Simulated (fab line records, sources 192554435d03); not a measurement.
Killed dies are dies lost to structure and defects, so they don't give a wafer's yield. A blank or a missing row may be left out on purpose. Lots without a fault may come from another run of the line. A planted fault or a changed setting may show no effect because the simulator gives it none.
A struck lot beside a sound one | flow n5_finfet | 41 steps out of a route of 1938
Sound: wafers L114.1, L114.2, L114.5. Struck: wafers L116.1, L116.3, L116.5. The cause comes at the end.
At each step with rows: each side's tool, then ch and its chambers, then its first start. Under that, the readings that differ: sound wafers | struck wafers | difference of the means | sigmas: that difference in standard deviations of wafers without a fault.
alike: readings whose means differ by less than 2 such deviations, and words and numbers that are the same on both sides. not compared: withheld readings, readings that some wafer has no value for, bounds like >300 that may hide the same value, and numbers for which the record gives no deviation and whose values overlap.
The two part at a step that has a row with sigmas, a row that says differs or no value, or rows on one side only. Numbers that don't overlap but have no deviation are shown without sigmas and don't part them. A reading that every wafer of one side lacks parts them only if that side has two wafers or more.

first, 11 steps without rows for these wafers: N5_BEOL_M0_SAQP_SPACER1_ETCHBACK_99 (etches SiO2 in CHF3/O2, target depth 15.4 nm, time 7.7 s); N5_BEOL_M0_SAQP_MANDREL1_REMOVE_100 (chemistry HBr/Cl2/O2, target a-Si, stops on SiNx, bt time 10 s); N5_BEOL_M0_SAQP_ETCH_101 (etches SiNx in CH3F/O2, target depth 29.9 nm, time 42.7 s); N5_BEOL_M0_SAQP_ETCH_102 (etches SiO2 in CF4, target depth 4 nm, time 4.4 s); N5_BEOL_M0_SAQP_MANDREL_ETCH_103 (etches a-Si in HBr/Cl2, stops on SiCN, target depth 45 nm, bt time 10 s, time 27 s); N5_BEOL_M0_SAQP_RECESS_104 (chemistry HF/NH3, target SiO2, target depth 18 nm, afs cycles 3, sublimation time 60 s); N5_BEOL_M0_SAQP_COAT_105 (time 60 s, resist thk 100 nm); N5_BEOL_M0_SAQP_ETCH_106 (etches SOC in N2/H2, stops on SiNx, target depth 150 nm); N5_BEOL_M0_SAQP_ETCH_107 (etches SiNx in CH3F/O2, target depth 30 nm); N5_BEOL_M0_SAQP_STRIP_108 (strips in N2/H2); N5_BEOL_M0_SAQP_RECESS_109 (chemistry HF/NH3, target SiO2, target depth 3 nm, afs cycles 1, sublimation time 60 s).
N5_BEOL_M0_SAQP_SPACER2_ALD_26: deposits SiO2, target thk 15 nm, pulse time 1 s, purge time 2 s.
  sound on ald_sin-02 ch 0,2, day 5 22:37; struck on ald_sin-02 ch 0,1,3, day 6 08:42
  alike: heater_power_w, precursor_pulse_height_rel
then, 11 steps without rows for these wafers: N5_BEOL_M0_SAQP_SPACER2_ETCHBACK_27 (etches SiO2 in CHF3/O2, target depth 22.5 nm, time 11.25 s); N5_BEOL_M0_SAQP_MANDREL2_REMOVE_110 (chemistry HBr/Cl2/O2, target a-Si, stops on SiCN, bt time 10 s); N5_BEOL_M0_SAQP_COAT_69 (time 60 s, resist thk 90 nm); N5_BEOL_M0_SAQP_COAT_72 (time 60 s, resist thk 15 nm); N5_BEOL_M0_SAQP_COAT_87 (time 60 s, resist thk 5 nm); N5_BEOL_M0_SAQP_COAT_34 (resist thk 30 nm); N5_BEOL_M0_SAQP_EBR_36; N5_BEOL_M0_SAQP_SOFTBAKE_35 (time 60 s); N5_BEOL_M0_SAQP_EXPOSE_37 (exposes mask M0 CUT1, target cd 30 nm); N5_BEOL_M0_SAQP_PEB_38 (peb time 60 s); N5_BEOL_M0_SAQP_DEVELOP_39 (develop time 30 s).
N5_BEOL_M0_SAQP_INSPECT_42: inspects for defects (brightfield).
  sound on defect_inspect-01, day 5 23:53; struck on defect_inspect-02, day 6 10:08
  reading          | sound       | struck      | difference | sigmas
  raw_defect_count | 370 241 314 | 901 906 899 | +594       | +8
then, 14 steps without rows for these wafers: N5_BEOL_M0_SAQP_DESCUM_45 (chemistry O2, time 7 s); N5_BEOL_M0_SAQP_ETCH_88 (etches underlayer in N2/H2, target depth 6.5 nm, time 5.2 s); N5_BEOL_M0_SAQP_ETCH_73 (etches SiARC in CF4, target depth 19.5 nm, time 32.5 s); N5_BEOL_M0_SAQP_CUT_ETCH_46 (etches SOC in N2/H2, target depth 135 nm, overetch 27 nm, time 202.5 s); N5_BEOL_M0_SAQP_STRIP_74 (strips in N2/H2); N5_BEOL_M0_SAQP_STRIP_89 (strips in N2/H2); N5_BEOL_M0_SAQP_ALD_48 (deposits SiO2, target thk 20 nm, pulse time 1 s, co reactant pulse time 1 s); N5_BEOL_M0_SAQP_ETCH_49 (etches SiO2 in CF4/O2, target depth 37 nm); N5_BEOL_M0_SAQP_STRIP_75 (strips in CF4); N5_BEOL_M0_CUTY_COAT_50 (time 60 s, resist thk 15 nm); N5_BEOL_M0_CUTY_COAT_51 (resist thk 150 nm); N5_BEOL_M0_CUTY_EBR_52; N5_BEOL_M0_CUTY_SOFTBAKE_53 (time 60 s); N5_BEOL_M0_CUTY_EXPOSE_54 (exposes mask M0 ABLK).
N5_BEOL_M0_CUTY_INSPECT_59: inspects for defects (macro).
  sound on defect_inspect-01, day 6 01:22; struck on defect_inspect-01, day 6 11:25
  reading          | sound | struck         | difference | sigmas
  raw_defect_count | 0 1 0 | >300 >300 >300 | differs    |
-- the record jumps here: 3 days lie between the struck wafers' starts before and after (it left off in module BEOL_M0_CUTY and takes up again in module BEOL_M4, whose first step shown is number 1111 of the route) --
N5_BEOL_M4_RC_MEAS_101:
  sound on prober-01 ch 0, day 9 00:08; struck on prober-01 ch 0, day 9 06:25
  reading        | sound                | struck               | difference | sigmas
  DIBL_N (mV/V)  | 34.2 35.6 33.8       | 38.4 38.6 37.8       | +3.7       | +3
  IOFF_P (nA/um) | 0.169 0.192 0.170    | 0.258 0.247 0.242    | +0.072     | +3
  ION_P (uA/um)  | 459 463 455          | 475 477 472          | +16        | +3
  VT_P (mV)      | -255.8 -253.6 -253.4 | -247.0 -247.0 -247.8 | +7.0       | +3
  alike: DIBL_P, IOFF_N, ION_N, SS_N, SS_P, VT_N
-- the record jumps here: 5 days lie between the struck wafers' starts before and after (it left off in module BEOL_M4 and takes up again in module PASSIVATION, whose first step shown is number 1936 of the route) --
N5_PASSIVATION_PROBE_49:
  the record has rows for the struck wafers here (prober-02, day 13 20:05) and none for the sound ones

WHERE THEY PART
First at N5_BEOL_M0_SAQP_INSPECT_42; last, within this record, at N5_PASSIVATION_PROBE_49.

WHY: what the simulator had put in
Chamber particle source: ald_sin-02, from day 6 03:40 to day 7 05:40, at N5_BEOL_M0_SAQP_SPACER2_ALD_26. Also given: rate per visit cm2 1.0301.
